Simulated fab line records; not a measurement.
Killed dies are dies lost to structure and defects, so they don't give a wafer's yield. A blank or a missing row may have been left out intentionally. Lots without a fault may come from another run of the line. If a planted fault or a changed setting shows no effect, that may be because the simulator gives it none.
The tool behind it: which one? | flow n5 finfet | 8 lots, 24 wafers sampled, at 5 steps of a route of 1938

== WHAT THE GAUGES READ, wafer by wafer ==
N5_SD_EPI_P_EPI_MEAS_23. Usual: thk nm 61.1 nm, standard deviation 1.2.
lot  | measured    | on            | thk nm (nm)    | flag
L252 | day 5 12:31 | film metro-01 | 61.0 61.2 61.0 |
L254 | day 6 02:59 | film metro-02 | 62.9 61.2 59.6 |
L256 | day 6 17:10 | film metro-01 | 63.6 61.8 61.3 |
L258 | day 6 23:53 | film metro-02 | 62.1 58.5 60.4 |
L261 | day 7 17:50 | film metro-02 | 59.7 62.1 62.4 |
L265 | day 8 19:08 | film metro-02 | 61.5 61.0 60.9 |
L266 | day 9 02:31 | film metro-02 | 59.4 62.2 61.2 |
L267 | day 9 13:48 | film metro-02 | 60.3 59.3 61.3 |

N5_BEOL_M4_RC_MEAS_101. Usual: DIBL_P 36.2 mV/V, standard deviation 2; IOFF_P 0.22 nA/um, standard deviation 0.041; IOFF_P_85C 3.7 nA/um, standard deviation 0.58; IOFF_P_LIN 0.102 nA/um, standard deviation 0.016; IOFF_P_LONG 0.000107 nA/um, standard deviation 1e-05; ION_P 465 uA/um, standard deviation 8.5; REXT_P 100.7 ohm.um, standard deviation 1.8; SS_P 73.2 mV/dec, standard deviation 0.7; VT_P -250 mV, standard deviation 3.9; VT_P_LVT -98 mV, standard deviation 3.5.
lot  | measured     | on        | DIBL_P (mV/V)  | IOFF_P (nA/um) | IOFF_P_85C (nA/um) | IOFF_P_LIN (nA/um) | IOFF_P_LONG (nA/um)        | ION_P (uA/um) | REXT_P (ohm.um)   | SS_P (mV/dec)  | VT_P (mV)      | VT_P_LVT (mV)  | flag
L252 | day 10 15:37 | prober-01 | 37.0 37.8 37.7 | 0.21 0.23 0.23 | 3.6 3.9 4.0        | 0.096 0.105 0.104  | 0.00011 0.000109 0.000109  | 466 467 468   | 100.8 99.8 99.0   | 73.0 73.2 73.7 | -249 -249 -249 | -101 -98 -99   |
L254 | day 10 22:18 | prober-01 | 36.0 37.1 37.7 | 0.19 0.21 0.24 | 3.3 3.7 4.0        | 0.092 0.102 0.109  | 9.2e-05 9.6e-05 9.6e-05    | 450 465 473   | 99.0 98.7 99.0    | 72.7 73.3 73.7 | -252 -253 -250 | -99 -98 -96    |
L256 | day 11 03:49 | prober-02 | 57.0 57.9 54.6 | 2.25 2.37 1.92 | 26.0 27.2 22.9     | 0.783 0.796 0.672  | 0.00016 0.000156 0.000161  | 566 557 550   | 79.1 81.1 79.0    | 77.3 78.0 76.9 | -206 -206 -206 | -53 -54 -56    | OFF
L258 | day 11 17:22 | prober-01 | 37.5 35.1 34.6 | 0.28 0.22 0.23 | 4.5 3.7 3.8        | 0.124 0.104 0.108  | 0.000121 0.000123 0.000122 | 476 470 469   | 98.6 100.1 99.1   | 74.2 73.6 73.6 | -247 -251 -245 | -93 -96 -94    |
L261 | day 12 05:52 | prober-01 | 68.5 60.1 61.0 | 5.93 2.66 2.72 | 60.0 30.5 31.1     | 1.012 0.814 0.844  | 0.000144 0.000138 0.000143 | 566 565 560   | 80.6 79.7 81.0    | 87.4 78.5 78.4 | -204 -207 -206 | -51 -53 -53    | OFF
L265 | day 13 15:16 | prober-01 | 34.7 33.7 33.1 | 0.22 0.20 0.19 | 3.7 3.5 3.4        | 0.104 0.098 0.095  | 0.000109 0.000108 0.000111 | 459 466 458   | 99.8 100.0 99.8   | 73.0 72.9 71.8 | -251 -251 -250 | -97 -98 -99    |
L266 | day 13 20:48 | prober-02 | 35.2 37.1 36.8 | 0.21 0.24 0.24 | 3.5 4.0 3.9        | 0.099 0.111 0.109  | 0.000113 0.000108 0.000115 | 470 473 470   | 103.0 102.1 102.6 | 72.6 74.2 73.5 | -248 -248 -248 | -95 -92 -94    |
L267 | day 14 09:07 | prober-02 | 35.5 35.8 36.1 | 0.15 0.15 0.15 | 2.8 2.8 2.8        | 0.077 0.076 0.076  | 8.8e-05 9.3e-05 9.2e-05    | 456 464 452   | 99.7 98.6 100.3   | 73.4 72.5 73.0 | -258 -259 -256 | -104 -105 -105 |

== TOOL THAT RAN EACH LOT (tool first, then ch and the chambers of the sampled wafers, then the start) ==
lot  | N5_SD_EPI_P_DESCUM_14             | N5_SD_EPI_P_ETCH_16               | N5_SD_ACTIVATION_RTA_00
L252 | rie diel-06 ch 0,1,2, day 5 07:00 | rie diel-06 ch 0,1,2, day 5 07:37 | rtp anneal-02 ch 0, day 5 12:49
L254 | rie diel-04 ch 0,2,3, day 5 22:36 | rie diel-04 ch 0,2,3, day 5 23:13 | rtp anneal-02 ch 0, day 6 03:20
L256 | rie diel-04 ch 0,1, day 6 13:38   | rie diel-04 ch 0,1, day 6 14:15   | rtp anneal-02 ch 0, day 6 17:23
L258 | rie diel-01 ch 0,1,3, day 6 20:20 | rie diel-01 ch 0,1,3, day 6 20:56 | rtp anneal-01 ch 0, day 7 00:07
L261 | rie diel-06 ch 0,1,2, day 7 14:17 | rie diel-06 ch 0,1,2, day 7 14:54 | rtp anneal-02 ch 0, day 7 18:13
L265 | rie diel-06 ch 0,1,3, day 8 14:44 | rie diel-06 ch 0,1,3, day 8 15:22 | rtp anneal-01 ch 0, day 8 19:26
L266 | rie diel-04 ch 1,2,3, day 8 22:08 | rie diel-04 ch 1,2,3, day 8 22:44 | rtp anneal-01 ch 0, day 9 02:56
L267 | rie diel-06 ch 0,2, day 9 08:17   | rie diel-06 ch 0,2, day 9 08:54   | rtp anneal-01 ch 0, day 9 14:07
- N5_SD_EPI_P_DESCUM_14: chemistry O2, time 7.9 s.
- N5_SD_EPI_P_ETCH_16: etches SiO2 in CHF3/O2, target depth 5 nm.
- N5_SD_ACTIVATION_RTA_00: time 0 s.

== WHAT THE TOOLS THEMSELVES READ (means of the sampled wafers that have a number; where no wafer has one, the mark that the record gives instead) ==
N5_SD_EPI_P_DESCUM_14. Usual: chamber pressure mTorr is 19.998 mTorr with standard deviation 0.018, drypump motor current A is 5.6 A with standard deviation 0.41, oes product au is 0.77 a.u. with standard deviation 0.072, rf fwd power W is 49.38 W with standard deviation 0.23, rf vpp V is 243.6 V with standard deviation 1.5, showerhead plenum p Torr is 2.12 Torr with standard deviation 0.088, and throttle valve pct is 20.48 % with standard deviation 0.21.
lot  | tool        | chamber pressure mTorr (mTorr) | drypump motor current A (A) | oes product au (a.u.) | rf fwd power W (W) | rf vpp V (V) | showerhead plenum p Torr (Torr) | throttle valve pct (%) | flag
L252 | rie diel-06 | 19.983                         | 5.3                         | 0.75                  | 49.18              | 242.5        | 2.02                            | 20.39                  |
L254 | rie diel-04 | 19.993                         | 5.7                         | 0.78                  | 49.37              | 244.2        | 2.16                            | 20.42                  |
L256 | rie diel-04 | 19.996                         | 5.4                         | 0.75                  | 49.37              | 244.6        | 2.18                            | 20.62                  |
L258 | rie diel-01 | 20.001                         | 6.2                         | 0.72                  | 49.26              | 242.4        | 2.05                            | 20.61                  |
L261 | rie diel-06 | 19.986                         | 5.3                         | 0.84                  | 49.17              | 242.8        | 2.10                            | 20.30                  |
L265 | rie diel-06 | 20.006                         | 5.8                         | 0.74                  | 49.33              | 243.1        | 2.05                            | 20.49                  |
L266 | rie diel-04 | 19.993                         | 5.8                         | 0.74                  | 49.47              | 245.0        | 2.14                            | 20.54                  |
L267 | rie diel-06 | 19.989                         | 5.3                         | 0.80                  | 49.50              | 244.9        | 2.18                            | 20.48                  |

N5_SD_EPI_P_ETCH_16. Usual: chamber pressure mTorr is 30.002 mTorr with standard deviation 0.029, drypump motor current A is 5.6 A with standard deviation 0.41, oes product au is 0.77 a.u. with standard deviation 0.071, rf fwd power W is 643.3 W with standard deviation 2.9, rf vpp V is 525 V with standard deviation 8.4, showerhead plenum p Torr is 2.44 Torr with standard deviation 0.094, and throttle valve pct is 18.94 % with standard deviation 0.19.
lot  | tool        | chamber pressure mTorr (mTorr) | drypump motor current A (A) | oes product au (a.u.) | rf fwd power W (W) | rf vpp V (V) | showerhead plenum p Torr (Torr) | throttle valve pct (%) | flag
L252 | rie diel-06 | 30.005                         | 5.3                         | 0.74                  | 641.8              | 521          | 2.34                            | 18.93                  |
L254 | rie diel-04 | 30.003                         | 5.7                         | 0.78                  | 644.3              | 523          | 2.48                            | 18.84                  |
L256 | rie diel-04 | 29.972                         | 5.3                         | 0.75                  | 644.7              | 536          | 2.50                            | 19.06                  |
L258 | rie diel-01 | 29.985                         | 6.2                         | 0.72                  | 642.9              | 530          | 2.36                            | 19.04                  |
L261 | rie diel-06 | 30.017                         | 5.3                         | 0.83                  | 640.8              | 525          | 2.42                            | 18.82                  |
L265 | rie diel-06 | 30.014                         | 5.8                         | 0.74                  | 645.0              | 524          | 2.36                            | 18.94                  |
L266 | rie diel-04 | 30.028                         | 5.8                         | 0.75                  | 645.7              | 521          | 2.46                            | 18.99                  |
L267 | rie diel-06 | 30.016                         | 5.3                         | 0.78                  | 644.4              | 521          | 2.51                            | 18.96                  |

N5_SD_ACTIVATION_RTA_00. Usual: lamp power pct 8.96 %, standard deviation 0.052; lamp_zone_1_pct 8.952 %, standard deviation 0.027; lamp_zone_2_pct 8.952 %, standard deviation 0.029; lamp_zone_3_pct 8.953 %, standard deviation 0.027; lamp_zone_4_pct 8.949 %, standard deviation 0.029; lamp_zone_5_pct 8.953 %, standard deviation 0.027; lamp_zone_6_pct 8.879 %, standard deviation 0.027; lamp_zone_7_pct 9.352 %, standard deviation 0.026; wafer_temp_C_max 975.2, standard deviation 1.9.
lot  | tool          | lamp power pct (%) | lamp_zone_1_pct (%) | lamp_zone_2_pct (%) | lamp_zone_3_pct (%) | lamp_zone_4_pct (%) | lamp_zone_5_pct (%) | lamp_zone_6_pct (%) | lamp_zone_7_pct (%) | wafer_temp_C_max | flag
L252 | rtp anneal-02 | 8.94               | 8.941               | 8.928               | 8.962               | 8.970               | 8.954               | 8.863               | 9.343               | 975.0            |
L254 | rtp anneal-02 | 8.90               | 8.968               | 8.949               | 8.990               | 8.981               | 8.946               | 8.907               | 9.351               | 977.5            |
L256 | rtp anneal-02 | 10.38              | 10.333              | 10.363              | 10.327              | 10.338              | 10.312              | 10.265              | 10.822              | 973.2            | OFF
L258 | rtp anneal-01 | 8.95               | 8.946               | 8.925               | 8.945               | 8.973               | 8.937               | 8.876               | 9.342               | 977.0            |
L261 | rtp anneal-02 | 10.39              | 10.383              | 10.366              | 10.370              | 10.370              | 10.339              | 10.255              | 10.777              | 976.1            | OFF
L265 | rtp anneal-01 | 8.98               | 8.956               | 8.963               | 8.942               | 8.954               | 8.985               | 8.878               | 9.323               | 975.3            |
L266 | rtp anneal-01 | 8.95               | 8.941               | 8.969               | 8.952               | 8.954               | 8.952               | 8.845               | 9.359               | 972.9            |
L267 | rtp anneal-01 | 8.95               | 8.946               | 8.921               | 8.976               | 8.967               | 8.969               | 8.865               | 9.360               | 975.1            |

== THE ANSWER, worked out from the rows above alone ==
Rule: a lot is off if the mean of its wafers that have a number lies more than 3 standard deviations from the usual mean. A lot without any number at a reading at which 4 lots or more have one is off too. All remaining lots with rows at the step are treated as sound. Order of review: gauges by route order, followed by the tools' own readings, for which a lot's mean as printed above is used. At the first step where some lot is off, the reading lying furthest off is the one used; lots without a number count as furthest.
Off: at N5_BEOL_M4_RC_MEAS_101 (IOFF_P), L256, L261.
If a tool, at a process step before that reading, ran all the lots that are off and no sound lot after the first of them, it fits. Not tried: the gauges at N5_BEOL_M4_RC_MEAS_101; whatever is off there is also off at N5_SD_ACTIVATION_RTA_00, on other tools, and gauge error can't account for it. One fits: N5_SD_ACTIVATION_RTA_00 on rtp anneal-02. A fault onset in the window from L254 (day 6 03:20, its last sound lot) to L256 (day 6 17:23, its first lot off) fits.
The tool's own readings at N5_SD_ACTIVATION_RTA_00 bear it out: on the lots that are off they differ by more than 5 times the standard deviation of the sound lots' means. lamp power pct reads 10.39 % there against 8.95 % on the sound lots; lamp_zone_1_pct reads 10.358 % there against 8.950 % on the sound lots; lamp_zone_2_pct reads 10.364 % there against 8.942 % on the sound lots; lamp_zone_3_pct reads 10.348 % there against 8.961 % on the sound lots; lamp_zone_4_pct reads 10.354 % there against 8.966 % on the sound lots; lamp_zone_5_pct reads 10.325 % there against 8.957 % on the sound lots; lamp_zone_6_pct reads 10.260 % there against 8.872 % on the sound lots; lamp_zone_7_pct reads 10.799 % there against 9.346 % on the sound lots.

== WHAT THE SIMULATOR PUT IN ==
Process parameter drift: rtp anneal-02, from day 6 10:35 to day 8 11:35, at N5_SD_ACTIVATION_RTA_00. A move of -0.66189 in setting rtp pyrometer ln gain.
Shown lots that were struck: L256, L261. Same finding as the rule above.
